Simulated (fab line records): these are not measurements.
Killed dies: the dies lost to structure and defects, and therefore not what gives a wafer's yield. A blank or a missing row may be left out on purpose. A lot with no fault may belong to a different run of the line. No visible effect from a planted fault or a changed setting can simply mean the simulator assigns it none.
8D (eight disciplines) problem report, filled in by code    flow nand-harc    the parts of the form that need people (team, actions taken, sign-off) are left out

## 1. THE PROBLEM
thk-nm at NHARC_A_ONON_D2_THK_MEAS_27 reads a mean of 715 nm on 2 wafers of 2 lots; wafers without a fault read 999 nm with a standard deviation of 13. Relative to the usual mean, that is a shift of -22 standard deviations.
The step: measures by ellipsometry.
First observed at day 17 04:29: wafer L957.1, on film-metro-01. Wafers with a number at this step in the record: 36, from 12 lots. By rule, "out" or "out of limits" means more than 4 standard deviations away from the usual mean. All remaining wafers that have a number are taken as sound.

## 2. WHAT THIS IS AND IS NOT
question                     is                 is not
which readings at this step  thk-nm             -
which lots                   L957, L961         L948, L949, L952, L956, L959, L964, L966, L968, L969, L971
which wafers of those lots   L957.1, L961.1     L957.2, L957.4, L961.3, L961.4
read on which gauges         film-metro-01      film-metro-02
when                         from day 17 04:29  up to then (17 sound wafers); but 17 sound wafers of L961, L964, L966, L968, L969, L971 came after

## 3. THE SUSPECTS, EACH WITH WHAT RULES IT OUT
Counting: a tool at a process step up to the reading stays a suspect if it ran every lot that is out. Sound lots after the first of them don't rule it out here, since some wafers of a struck lot are sound.
- the gauge at NHARC_A_ONON_D2_THK_MEAS_27 has been ruled out. All the wafers that are out were read on film-metro-01, but those of them that NHARC_END_SORT_01 has rows for are out there too, on other tools.
- pecvd-04 at NHARC_A_DECK1_JOINT_DEP_16 (deposits SiO2, target thk 45 nm): kept. Ran every lot that is out, first one L957 (day 16 13:02); last sound lot up to then L952 (day 13 10:49).
- pecvd-onon-04 at NHARC_A_ONON_D2_DEP_25 (target thk 1000 nm): kept. Ran every lot that is out, first one L957 (day 17 03:58); last sound lot up to then L956 (day 16 03:29).
- In pecvd-04 at NHARC_A_DECK1_JOINT_DEP_16, the wafers that are out were processed in chamber 1 and their sound lot-mates in chambers 0, 2.
Remaining after the count are pecvd-04 at NHARC_A_DECK1_JOINT_DEP_16 and pecvd-onon-04 at NHARC_A_ONON_D2_DEP_25.

## 4. THE CAUSE (what the simulator had put in)
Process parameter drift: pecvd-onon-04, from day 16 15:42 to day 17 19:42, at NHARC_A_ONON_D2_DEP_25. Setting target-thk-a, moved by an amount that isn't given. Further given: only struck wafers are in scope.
Counting left 2 suspects, and this tool is among them.

## 5. SEQUENCE OF EFFECTS, ordered by route
Each row: a reading whose mean over the struck wafers that have a number lies more than 3 standard deviations from the usual. Only readings for which the record gives a usual standard deviation are gone through. hours: the time from each lot's start at the first step in this table that gives one to its start at this step, as a median over the lots. sigmas: the change in usual standard deviations.
hours  step                         reading          usual   on struck wafers  change  sigmas
0      NHARC_A_ONON_D2_THK_MEAS_27  thk-nm           999 nm  715               -284    -22
280    NHARC_END_SORT_01            killed-at-array  52      673               +621    +33
280    NHARC_END_SORT_01            killed-dies      57      677               +620    +33
Later steps that measure or inspect, where all struck wafers having a row at the step show a number for every such reading and not one has moved that far: NHARC_A_ONON_D2_INSPECT_32.

## 6. WHAT WOULD HAVE CAUGHT IT SOONER
In this record the first reading out of limits at a measuring or inspecting step was taken at day 17 04:29, 13 hours after the fault began at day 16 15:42.
Tool readings at NHARC_A_ONON_D2_DEP_25 with a usual standard deviation given in the record: none out on any struck wafer, hence no alarm at a limit of 4 standard deviations on them.
Of the lots that are out (2), L961 began NHARC_A_ONON_D2_DEP_25 on pecvd-onon-04 after day 17 04:29. A hold on the tool at that time would have spared it.
